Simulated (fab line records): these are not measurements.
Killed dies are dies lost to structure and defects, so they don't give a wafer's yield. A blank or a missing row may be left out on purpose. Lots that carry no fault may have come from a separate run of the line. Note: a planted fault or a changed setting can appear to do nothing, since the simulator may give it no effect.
Split-lot study + flow n5-finfet + 21 wafers read from 7 lots, route of 1938 steps

## SPLIT DETAILS
At N5_BEOL_M10_PECVD_70 (deposits SiO2 from TEOS/O2, target thk 20 nm, time 22.7 s), the setting temp-c was moved away from the recipe's 400 C on 6 of the 21 wafers read, by -3.5% to +3.4%. This setting was run at the recipe's value on the other wafers.

## FROM THE SPLIT TO THE READING: what the file shows between them, 10 steps
- N5_BEOL_M10_COAT_05: resist thk 90 nm (also split here: spin-rpm)
- N5_BEOL_M10_EBR_07
- N5_BEOL_M10_SOFTBAKE_06: time 60 s
- N5_BEOL_M10_EXPOSE_08: exposes mask M10
- N5_BEOL_M10_PEB_09: peb time 60 s
- N5_BEOL_M10_DEVELOP_10: develop time 30 s
- N5_BEOL_M10_TRENCH_ETCH_37: etches SiCOH lowk in C4F6/O2, target depth 148.83 nm, time 48 s (also split here: time-s)
- N5_BEOL_M10_ETCH_41: etches SiCN in CH3F/O2, target depth 42.6 nm, time 86 s
- N5_BEOL_M10_STRIP_77: strips in N2/H2, time 10 s
- N5_BEOL_M10_OCD_MEAS_38

## THE READING
SiO2_of_BEOL_M10_PECVD_70.thk-nm (the simulator's own value, which no gauge read), in nm, at N5_BEOL_M10_HM_STRIP_39 (strips TiN in peroxide tin strip, target depth 25 nm, time 158 s). The file does not state a usual value for it. Average 19.8 nm, standard deviation 0.22 nm, over the 15 wafers here run with the recipe.

| wafer  | tool, chamber at the split | temp-c as run, C | against the recipe | SiO2_of_BEOL_M10_PECVD_70.thk-nm, nm | against lot-mates on the recipe |
|--------|----------------------------|------------------|--------------------|--------------------------------------|---------------------------------|
| L074.2 | pecvd-03, 1                | 400              | recipe             | 19.6                                 | -                               |
| L074.4 | pecvd-03, 0                | 400              | recipe             | 20                                   | -                               |
| L074.6 | pecvd-03, 1                | 400              | recipe             | 19.8                                 | -                               |
| L077.1 | pecvd-04, 0                | 400              | recipe             | 20                                   | -                               |
| L077.2 | pecvd-04, 1                | 400              | recipe             | 19.6                                 | -                               |
| L077.4 | pecvd-04, 1                | 413.2            | +3.3%              | 18.4                                 | -1.4                            |
| L078.2 | pecvd-03, 2,0              | 413.8            | +3.4%              | 17.6                                 | -2.6                            |
| L078.3 | pecvd-03, 2,0              | 413.8            | +3.4%              | 17.8                                 | -2.4                            |
| L078.6 | pecvd-03, 1                | 400              | recipe             | 20.2                                 | -                               |
| L087.1 | pecvd-04, 2,0              | 400              | recipe             | 19.8                                 | -                               |
| L087.6 | pecvd-04, 2,0              | 400              | recipe             | 19.8                                 | -                               |
| L087.2 | pecvd-04, 1                | 400              | recipe             | 19.4                                 | -                               |
| L089.4 | pecvd-03, 2                | 385.8            | -3.5%              | 21.8                                 | +1.8                            |
| L089.5 | pecvd-03, 1                | 400              | recipe             | 20                                   | -                               |
| L089.6 | pecvd-03, 2                | 385.8            | -3.5%              | 21.6                                 | +1.6                            |
| L091.2 | pecvd-03, 2                | 400              | recipe             | 19.6                                 | -                               |
| L091.5 | pecvd-03, 2                | 400              | recipe             | 20                                   | -                               |
| L091.6 | pecvd-03, 1                | 388.4            | -2.9%              | 21.6                                 | +1.8                            |
| L090.1 | pecvd-03, 2                | 400              | recipe             | 19.8                                 | -                               |
| L090.4 | pecvd-03, 2                | 400              | recipe             | 19.8                                 | -                               |
| L090.6 | pecvd-03, 0                | 400              | recipe             | 20.2                                 | -                               |
Rows listing several chambers each stand for several wafers; the file does not say which wafer went through which chamber.

FIT RESULTS
A straight line over all 21 wafers: SiO2_of_BEOL_M10_PECVD_70.thk-nm changes by -0.554 nm for each +1% of temp-c; r = -0.98; the points scatter about the line by 0.24 nm.
The same after taking each lot's own level away (the mean of its wafers on the recipe; 21 wafers): -0.573 nm for each +1%; r = -0.97; scatter 0.28 nm.
On that fit, the largest move of temp-c shifts the reading by 2 nm.
Measured against the standard deviation above, the lots' own levels, which go from 19.67 to 20.20 nm, span 2.4 times it.
Hence the lot-to-lot level has little effect on the slope; both slopes agree.
Check: for one of the wafers moved furthest among these (-3.5%), held out of the fit, the line's prediction against its lot-mates is +2.04 nm. It came out at +1.8 nm against them.

## ADDITIONAL SPLITS CARRIED BY THESE WAFERS
Other splits were also applied to these wafers ahead of the reading. Each is held against what the fit with the lots' levels taken away leaves over:
| other split on the same wafers    | wafers away from the commonest value | r with SiO2_of_BEOL_M10_PECVD_70.thk-nm (lot level and that fit taken away) |
|-----------------------------------|--------------------------------------|-----------------------------------------------------------------------------|
| N5_BEOL_M7_ETCH_41 source-w       | 6                                    | +0.43                                                                       |
| N5_BEOL_M8_COAT_60 spin-rpm       | 8                                    | +0.24                                                                       |
| N5_BEOL_M9_COAT_05 spin-rpm       | 10                                   | -0.34                                                                       |
| N5_BEOL_M10_COAT_05 spin-rpm      | 5                                    | -0.24                                                                       |
| N5_BEOL_M10_TRENCH_ETCH_37 time-s | 5                                    | -0.09                                                                       |

## THE WHOLE CHAIN: every reading that the file lists as answering this split, in the file's order
| step                    | what it does                                                     | reading                                                                           | change (the file's fit)               | r (the file's) |
|-------------------------|------------------------------------------------------------------|-----------------------------------------------------------------------------------|---------------------------------------|----------------|
| N5_BEOL_M10_PECVD_70    | deposits SiO2 from TEOS/O2, target thk 20 nm, time 22.7 s        | SiO2_of_BEOL_M10_PECVD_70.thk-nm (the simulator's own value, which no gauge read) | -0.575 nm for each +1% of the setting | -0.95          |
| N5_BEOL_M10_HM_STRIP_39 | strips TiN in peroxide tin strip, target depth 25 nm, time 158 s | SiO2_of_BEOL_M10_PECVD_70.thk-nm (the simulator's own value, which no gauge read) | -0.559 nm for each +1% of the setting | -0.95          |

## FILE'S OWN FIT
SiO2_of_BEOL_M10_PECVD_70.thk-nm changes by -0.559 nm for each +1% of temp-c, r = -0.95.
